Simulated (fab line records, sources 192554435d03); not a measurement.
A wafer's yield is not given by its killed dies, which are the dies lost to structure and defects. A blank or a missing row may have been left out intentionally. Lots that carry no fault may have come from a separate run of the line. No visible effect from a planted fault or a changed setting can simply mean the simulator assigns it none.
Lot-split experiment + flow n5Finfet + 7 lots, 21 wafers read, on a route of 1938 steps

## ABOUT THE SPLIT
At N5_BEOL_M7_COAT_22 (resist thk 30 nm), the setting spinRpm was moved away from the recipe's 1500 rpm on 9 of the 21 wafers read, by -10.2% to +9.4%. The other wafers ran this setting at the recipe's value.

## FROM THE SPLIT TO THE READING: what the file shows between them, 2 steps
- N5_BEOL_M7_EBR_24
- N5_BEOL_M7_SOFTBAKE_23: time 60 s

## THE READING
CAR-EUV_of_BEOL_M7_COAT_22.thkNm (the simulator's own value, which no gauge read), in nm, at N5_BEOL_M7_DESCUM_33 (chemistry O2, time 7 s). No usual value for it is given in the file. Average 26.1 nm, standard deviation 0.094 nm, over the 12 wafers here run with the recipe.

| wafer  | tool, chamber at the split | spinRpm as run, rpm | against the recipe | CAR-EUV_of_BEOL_M7_COAT_22.thkNm, nm | against lot-mates on the recipe |
|--------|----------------------------|---------------------|--------------------|--------------------------------------|---------------------------------|
| L075.1 | lithoTrack-02, 0           | 1500                | recipe             | 26.2                                 | -                               |
| L075.2 | lithoTrack-02, 0           | 1500                | recipe             | 26.2                                 | -                               |
| L075.3 | lithoTrack-02, 0           | 1500                | recipe             | 26.2                                 | -                               |
| L076.1 | lithoTrack-03, 0           | 1408                | -6.1%              | 27.2                                 | +1.0                            |
| L076.2 | lithoTrack-03, 0           | 1408                | -6.1%              | 27.2                                 | +1.0                            |
| L076.6 | lithoTrack-03, 0           | 1500                | recipe             | 26.2                                 | -                               |
| L077.4 | lithoTrack-05, 0           | 1641                | +9.4%              | 24.8                                 | -1.3                            |
| L077.5 | lithoTrack-05, 0           | 1500                | recipe             | 26                                   | -                               |
| L077.6 | lithoTrack-05, 0           | 1500                | recipe             | 26.2                                 | -                               |
| L080.1 | lithoTrack-03, 0           | 1500                | recipe             | 26.2                                 | -                               |
| L080.5 | lithoTrack-03, 0           | 1500                | recipe             | 26.2                                 | -                               |
| L080.6 | lithoTrack-03, 0           | 1500                | recipe             | 26                                   | -                               |
| L085.1 | lithoTrack-02, 0           | 1500                | recipe             | 26                                   | -                               |
| L085.2 | lithoTrack-02, 0           | 1373                | -8.5%              | 27.4                                 | +1.4                            |
| L085.5 | lithoTrack-02, 0           | 1373                | -8.5%              | 27.4                                 | +1.4                            |
| L095.1 | lithoTrack-03, 0           | 1500                | recipe             | 26.2                                 | -                               |
| L095.3 | lithoTrack-03, 0           | 1390                | -7.3%              | 27.2                                 | +1.0                            |
| L095.6 | lithoTrack-03, 0           | 1390                | -7.3%              | 27.2                                 | +1.0                            |
| L096.1 | lithoTrack-05, 0           | 1500                | recipe             | 26                                   | -                               |
| L096.4 | lithoTrack-05, 0           | 1347                | -10.2%             | 27.8                                 | +1.8                            |
| L096.6 | lithoTrack-05, 0           | 1347                | -10.2%             | 27.6                                 | +1.6                            |

THE FIT
A straight line over all 21 wafers: CAR-EUV_of_BEOL_M7_COAT_22.thkNm changes by -0.151 nm for each +1% of spinRpm; r = -0.99; the points scatter about the line by 0.096 nm.
The same after taking each lot's own level away (the mean of its wafers on the recipe; 21 wafers): -0.155 nm for each +1%; r = -0.99; scatter 0.095 nm.
On that fit, the largest move of spinRpm shifts the reading by 1.6 nm.
The span of the lots' own levels, 26.00 to 26.20 nm, comes to 2.1 times the standard deviation stated above.
So the lot-to-lot level changes the slope little: the two slopes agree.
Check: +1.56 nm against its lot-mates is what the line predicts for one of the wafers moved furthest among these (-10.2%) when that wafer is left out of the fit. Against them it came out at +1.8 nm.

## OTHER SPLITS APPLIED TO THESE WAFERS
These wafers also went through other splits before the reading. Each is held against what the fit with the lots' levels taken away leaves over:
| other split on the same wafers    | wafers away from the commonest value | r with CAR-EUV_of_BEOL_M7_COAT_22.thkNm (lot level and that fit taken away) |
|-----------------------------------|--------------------------------------|-----------------------------------------------------------------------------|
| N5_BEOL_M1_COAT_05 spinRpm        | 7                                    | -0.03                                                                       |
| N5_BEOL_M3_COAT_05 spinRpm        | 6                                    | -0.52                                                                       |
| N5_BEOL_M4_TRENCH_ETCH_37 sourceW | 8                                    | -0.31                                                                       |
| N5_BEOL_M5_COAT_05 spinRpm        | 5                                    | +0.11                                                                       |
| N5_BEOL_M6_ETCH_66 biasW          | 11                                   | +0.09                                                                       |
| N5_BEOL_M6_TRENCH_ETCH_37 biasW   | 2                                    | +0.17                                                                       |
| N5_BEOL_M7_COAT_71 spinRpm        | 9                                    | -0.04                                                                       |

## THE WHOLE CHAIN: every reading that the file lists as answering this split, in the file's order
| step                 | what it does           | reading                                                                           | change (the file's fit)               | r (the file's) |
|----------------------|------------------------|-----------------------------------------------------------------------------------|---------------------------------------|----------------|
| N5_BEOL_M7_COAT_22   | resist thk 30 nm       | CAR-EUV_of_BEOL_M7_COAT_22.thkNm (the simulator's own value, which no gauge read) | -0.16 nm for each +1% of the setting  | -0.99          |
| N5_BEOL_M7_DESCUM_33 | chemistry O2, time 7 s | CAR-EUV_of_BEOL_M7_COAT_22.thkNm (the simulator's own value, which no gauge read) | -0.154 nm for each +1% of the setting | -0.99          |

## THE FILE'S OWN FIT
CAR-EUV_of_BEOL_M7_COAT_22.thkNm changes by -0.154 nm for each +1% of spinRpm, r = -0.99.
